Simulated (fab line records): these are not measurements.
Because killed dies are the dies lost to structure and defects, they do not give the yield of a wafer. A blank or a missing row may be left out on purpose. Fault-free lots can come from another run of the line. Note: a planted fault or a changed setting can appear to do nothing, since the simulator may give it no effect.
Chamber matching + flow n5-finfet + 4 sister chambers for N5_PMOS_HMC_CHANNEL_EPI_DESCUM_14 on rie-diel-05
The step chemistry O2, time 7.9 s. 4 wafers are shown with their chamber, then 11 later ones without.

WAFERS WITH THEIR CHAMBER
| wafer  | chamber | drypump-motor-current-A (A) |
|--------|---------|-----------------------------|
| L080.5 | 1       | 5.2                         |
| L088.2 | 2       | 6.0                         |
| L088.6 | 3       | 5.6                         |
| L092.1 | 0       | 6.2                         |

WAFERS MISSING THEIR CHAMBER
| wafer  | drypump-motor-current-A (A) |
|--------|-----------------------------|
| L092.2 | 5.2                         |
| L092.3 | 6.0                         |
| L093.3 | 5.2                         |
| L093.4 | 6.0                         |
| L093.6 | 5.6                         |
| L094.1 | 6.0                         |
| L094.4 | 6.1                         |
| L094.6 | 6.0                         |
| L097.1 | 5.6                         |
| L097.4 | 6.0                         |
| L097.6 | 5.6                         |

EACH ONE'S CHAMBER
| wafer  | from the rows above     | in truth |
|--------|-------------------------|----------|
| L092.2 | 1                       | 1        |
| L092.3 | 2                       | 2        |
| L093.3 | 1                       | 1        |
| L093.4 | 2                       | 2        |
| L093.6 | 3                       | 3        |
| L094.1 | 2                       | 2        |
| L094.4 | can't be placed: 2 or 0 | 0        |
| L094.6 | 2                       | 2        |
| L097.1 | 3                       | 3        |
| L097.4 | 2                       | 2        |
| L097.6 | 3                       | 3        |
Placed correctly: 10 of 11. Unplaceable from these rows: 1, with the true chamber sitting among the candidates in 1. Placed wrongly: 0.
How it was worked out, from the rows above alone: a wafer's distance from a chamber is the root of the sum, over the readings, of the square of ((its reading less the chamber's mean) divided by the reading's scatter). The wafer belongs to the nearest chamber; if the next one is less than 2 further off, it can't be placed. The mean given for a chamber averages the wafers shown for that chamber. The scatter (one wafer shown for each chamber): square how far every hidden wafer sits from the nearest shown wafer, average those squares and take the square root.
